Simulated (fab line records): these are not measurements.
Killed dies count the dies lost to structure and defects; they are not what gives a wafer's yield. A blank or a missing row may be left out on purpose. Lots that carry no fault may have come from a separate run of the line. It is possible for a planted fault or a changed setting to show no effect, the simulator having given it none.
Matching of chambers + flow nand harc + rie diel-04 running NHARC_A_CHANNEL_HOLE_D1_ETCH_44: 4 sister chambers
The step etches the open film in CF4/O2, target depth 140 nm, overetch 14 nm, time 77 s. 24 wafers are shown with their chamber, then 12 later ones without.

== WAFERS WITH THEIR CHAMBER ==
| wafer  | chamber | drypump motor current A (A) | showerhead plenum p Torr (Torr) | rf vpp V (V) |
|--------|---------|-----------------------------|---------------------------------|--------------|
| L074.1 | 3       | 5.2                         | 1.41                            | 201.1        |
| L074.2 | 0       | 5.8                         | 1.37                            | 198.5        |
| L074.4 | 2       | 5.2                         | 1.29                            | 196.4        |
| L075.2 | 0       | 5.8                         | 1.37                            | 198.0        |
| L075.5 | 1       | 6.4                         | 1.41                            | 201.0        |
| L075.6 | 2       | 5.2                         | 1.28                            | 195.8        |
| L078.1 | 0       | 5.8                         | 1.37                            | 199.3        |
| L078.2 | 1       | 6.4                         | 1.41                            | 198.9        |
| L078.3 | 2       | 5.2                         | 1.28                            | 197.3        |
| L078.4 | 3       | 5.2                         | 1.41                            | 199.6        |
| L078.5 | 1       | 6.5                         | 1.41                            | 198.8        |
| L078.6 | 0       | 5.8                         | 1.37                            | 198.7        |
| L081.3 | 1       | 6.4                         | 1.40                            | 200.2        |
| L081.4 | 2       | 5.2                         | 1.28                            | 197.1        |
| L081.6 | 0       | 5.8                         | 1.37                            | 198.1        |
| L083.2 | 2       | 5.2                         | 1.28                            | 195.7        |
| L083.4 | 1       | 6.5                         | 1.40                            | 199.9        |
| L083.6 | 3       | 5.2                         | 1.41                            | 200.0        |
| L088.4 | 3       | 5.2                         | 1.41                            | 199.2        |
| L088.5 | 2       | 5.2                         | 1.28                            | 196.2        |
| L088.6 | 0       | 5.8                         | 1.36                            | 198.7        |
| L090.1 | 0       | 5.8                         | 1.36                            | 196.9        |
| L090.3 | 1       | 6.4                         | 1.40                            | 198.7        |
| L090.5 | 2       | 5.2                         | 1.28                            | 197.7        |

SIGNATURES (averages over the wafers above)
| reading                  | chamber 0 | chamber 1 | chamber 2 | chamber 3 | scatter within a chamber |
|--------------------------|-----------|-----------|-----------|-----------|--------------------------|
| drypump motor current A  | 5.800     | 6.433     | 5.200     | 5.200     | 0.0258                   |
| showerhead plenum p Torr | 1.3671    | 1.4050    | 1.2814    | 1.4100    | 0.00435                  |
| rf vpp V                 | 198.314   | 199.583   | 196.600   | 199.975   | 0.819                    |
Rule: a wafer's distance from a chamber is the root of the sum, over the readings, of the square of ((its reading less the chamber's mean) divided by the reading's scatter). The wafer belongs to the nearest chamber; if the next one is less than 2 further off, it can't be placed. The scatter is the square root of a quotient: the sum, over the shown wafers, of each reading's squared deviation from its chamber's mean, divided by wafers minus chambers.

== WAFERS WITHOUT THEIR CHAMBER ==
| wafer  | drypump motor current A (A) | showerhead plenum p Torr (Torr) | rf vpp V (V) |
|--------|-----------------------------|---------------------------------|--------------|
| L092.1 | 6.4                         | 1.40                            | 198.2        |
| L092.2 | 5.2                         | 1.41                            | 198.2        |
| L092.3 | 5.8                         | 1.36                            | 197.6        |
| L095.2 | 6.5                         | 1.40                            | 198.7        |
| L095.3 | 5.1                         | 1.28                            | 196.1        |
| L095.6 | 5.2                         | 1.40                            | 198.7        |
| L096.1 | 5.2                         | 1.28                            | 197.1        |
| L096.2 | 5.2                         | 1.40                            | 199.2        |
| L096.6 | 5.2                         | 1.28                            | 195.3        |
| L097.2 | 6.4                         | 1.40                            | 198.6        |
| L097.3 | 5.8                         | 1.36                            | 199.7        |
| L097.6 | 6.4                         | 1.40                            | 198.3        |

== WHICH CHAMBER EACH WENT THROUGH ==
| wafer  | from the rows above | in truth |
|--------|---------------------|----------|
| L092.1 | 1                   | 1        |
| L092.2 | 3                   | 3        |
| L092.3 | 0                   | 0        |
| L095.2 | 1                   | 1        |
| L095.3 | 2                   | 2        |
| L095.6 | 3                   | 3        |
| L096.1 | 2                   | 2        |
| L096.2 | 3                   | 3        |
| L096.6 | 2                   | 2        |
| L097.2 | 1                   | 1        |
| L097.3 | 0                   | 0        |
| L097.6 | 1                   | 1        |
Correct placement for 12 of the 12. From these rows, 0 cannot be placed. Wrongly placed: 0.
